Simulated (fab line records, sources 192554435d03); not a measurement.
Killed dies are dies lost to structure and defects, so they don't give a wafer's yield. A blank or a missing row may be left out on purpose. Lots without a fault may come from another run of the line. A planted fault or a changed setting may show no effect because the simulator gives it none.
Tool commonality check | flow n5_finfet | 11 lots, 33 wafers sampled

WHY IT WAS OPENED
At N5_BEOL_M11_INSPECT_58 the reading raw_defect_count is flagged on 2 of 11 lots. Wafers without a fault read 70, standard deviation 23.
Rule: a lot is flagged when every wafer of it that has a number lies more than 4 standard deviations from that mean, or none has a number. The other lots count as sound.

lot  | measured     | on                | raw_defect_count, wafer by wafer | flag
L238 | day 12 05:14 | defect_inspect-01 | 143 46 79                        |
L240 | day 12 08:57 | defect_inspect-01 | 57 91 59                         |
L242 | day 12 17:39 | defect_inspect-02 | 36 40 23                         |
L243 | day 13 02:10 | defect_inspect-02 | 89 81 47                         |
L244 | day 13 18:14 | defect_inspect-02 | 78 91 69                         |
L246 | day 14 07:25 | defect_inspect-02 | 71 45 64                         |
L247 | day 15 00:22 | defect_inspect-02 | 479 416 519                      | FLAGGED
L254 | day 16 11:09 | defect_inspect-02 | 56 54 64                         |
L257 | day 16 14:24 | defect_inspect-02 | 44 66 50                         |
L255 | day 16 14:35 | defect_inspect-02 | 494 412 480                      | FLAGGED
L259 | day 18 02:26 | defect_inspect-02 | 100 115 111                      |
The numbers of the flagged lots are 467 on average: +397 against the usual, or +17 standard deviations.

WHICH TOOL RAN EACH LOT
The record holds 4 process steps before the reading, out of a route of 1938 steps. In each cell: the tool, then ch and the chambers that the sampled wafers went through, then the start.
lot  | flag    | N5_BEOL_M11_CURE_72           | N5_BEOL_M11_PRE_CLEAN_45     | N5_BEOL_M11_PRE_CLEAN_55        | N5_BEOL_M11_DEP_56
L238 |         | uv_cure-02 ch 1, day 12 02:43 | pvd_sputter-03, day 12 03:14 | pecvd-01 ch 0,2, day 12 05:05   | pecvd-01 ch 0,2, day 12 05:07
L240 |         | uv_cure-01 ch 2, day 12 06:41 | pvd_sputter-02, day 12 07:22 | pecvd-04 ch 0,1,2, day 12 08:50 | pecvd-04 ch 0,1,2, day 12 08:52
L242 |         | uv_cure-03 ch 1, day 12 14:53 | pvd_sputter-03, day 12 16:02 | pecvd-02 ch 0,1, day 12 17:32   | pecvd-02 ch 0,1, day 12 17:34
L243 |         | uv_cure-02 ch 2, day 12 23:55 | pvd_sputter-02, day 13 00:23 | pecvd-04 ch 0,1, day 13 02:02   | pecvd-04 ch 0,1, day 13 02:04
L244 |         | uv_cure-01 ch 1, day 13 14:09 | pvd_sputter-02, day 13 15:48 | pecvd-02 ch 0,2, day 13 18:07   | pecvd-02 ch 0,2, day 13 18:08
L246 |         | uv_cure-02 ch 2, day 14 04:58 | pvd_sputter-01, day 14 05:35 | pecvd-01 ch 0,2, day 14 07:17   | pecvd-01 ch 0,2, day 14 07:19
L247 | FLAGGED | uv_cure-02 ch 0, day 14 20:55 | pvd_sputter-03, day 14 22:46 | pecvd-02 ch 0,1,2, day 15 00:16 | pecvd-02 ch 0,1,2, day 15 00:17
L254 |         | uv_cure-01 ch 2, day 16 06:59 | pvd_sputter-02, day 16 09:20 | pecvd-01 ch 1,2, day 16 11:02   | pecvd-01 ch 1,2, day 16 11:04
L257 |         | uv_cure-01 ch 0, day 16 10:37 | pvd_sputter-01, day 16 10:59 | pecvd-04 ch 0,2, day 16 14:17   | pecvd-04 ch 0,2, day 16 14:19
L255 | FLAGGED | uv_cure-03 ch 0, day 16 11:16 | pvd_sputter-03, day 16 11:35 | pecvd-02 ch 0,1,2, day 16 14:28 | pecvd-02 ch 0,1,2, day 16 14:30
L259 |         | uv_cure-03 ch 1, day 17 23:33 | pvd_sputter-01, day 18 00:26 | pecvd-01 ch 0,1,2, day 18 02:19 | pecvd-01 ch 0,1,2, day 18 02:20
What these steps do:
- N5_BEOL_M11_CURE_72: cures SiCOH lowk, time 120 s.
- N5_BEOL_M11_PRE_CLEAN_45: time 30 s.
- N5_BEOL_M11_PRE_CLEAN_55: time 15 s.
- N5_BEOL_M11_DEP_56: deposits SiCN from 3MS/NH3, target thk 30 nm, time 10.5 s.
- N5_BEOL_M11_INSPECT_58: inspects for defects (darkfield).

FLAGGED OVER TOTAL, TOOL BY TOOL (the gauges that took the reading come last)
step                     | tool              | lots run | flagged | share of the flagged lots | sound lots run after its first flagged lot
N5_BEOL_M11_CURE_72      | uv_cure-01        | 4        | 0       | none                      | -
N5_BEOL_M11_CURE_72      | uv_cure-02        | 4        | 1       | some                      | 0
N5_BEOL_M11_CURE_72      | uv_cure-03        | 3        | 1       | some                      | 1 (L259)
N5_BEOL_M11_PRE_CLEAN_45 | pvd_sputter-01    | 3        | 0       | none                      | -
N5_BEOL_M11_PRE_CLEAN_45 | pvd_sputter-02    | 4        | 0       | none                      | -
N5_BEOL_M11_PRE_CLEAN_45 | pvd_sputter-03    | 4        | 2       | all                       | 0
N5_BEOL_M11_PRE_CLEAN_55 | pecvd-01          | 4        | 0       | none                      | -
N5_BEOL_M11_PRE_CLEAN_55 | pecvd-02          | 4        | 2       | all                       | 0
N5_BEOL_M11_PRE_CLEAN_55 | pecvd-04          | 3        | 0       | none                      | -
N5_BEOL_M11_DEP_56       | pecvd-01          | 4        | 0       | none                      | -
N5_BEOL_M11_DEP_56       | pecvd-02          | 4        | 2       | all                       | 0
N5_BEOL_M11_DEP_56       | pecvd-04          | 3        | 0       | none                      | -
N5_BEOL_M11_INSPECT_58   | defect_inspect-01 | 2        | 0       | none                      | -
N5_BEOL_M11_INSPECT_58   | defect_inspect-02 | 9        | 2       | all                       | 3 (L254,L257,L259)

WHAT THE TABLE ALLOWS
4 rows of the table ran every flagged lot: pvd_sputter-03 at N5_BEOL_M11_PRE_CLEAN_45, pecvd-02 at N5_BEOL_M11_PRE_CLEAN_55, pecvd-02 at N5_BEOL_M11_DEP_56, defect_inspect-02 at N5_BEOL_M11_INSPECT_58.
- pvd_sputter-03 at N5_BEOL_M11_PRE_CLEAN_45: 2 of its 4 lots flagged. Its last sound lot is L242 (day 12 16:02), its first flagged lot L247 (day 14 22:46): a fault that began between those two fits.
- pecvd-02 at N5_BEOL_M11_PRE_CLEAN_55: 2 of its 4 lots flagged. Its last sound lot is L244 (day 13 18:07), its first flagged lot L247 (day 15 00:16): a fault that began between those two fits.
- pecvd-02 at N5_BEOL_M11_DEP_56: 2 of its 4 lots flagged. Its last sound lot is L244 (day 13 18:08), its first flagged lot L247 (day 15 00:17): a fault that began between those two fits.
- defect_inspect-02 at N5_BEOL_M11_INSPECT_58: 2 of its 9 lots flagged. Sound lots ran on it after the first flagged one (L254, L257, L259), which a lasting fault on the whole tool wouldn't allow.
Counting lots can't tell these 2 tools apart, because each fits a fault that began at some hour. More lots, or a look at what each step does to the wafer, might.

WHAT THE SIMULATOR HAD PUT IN
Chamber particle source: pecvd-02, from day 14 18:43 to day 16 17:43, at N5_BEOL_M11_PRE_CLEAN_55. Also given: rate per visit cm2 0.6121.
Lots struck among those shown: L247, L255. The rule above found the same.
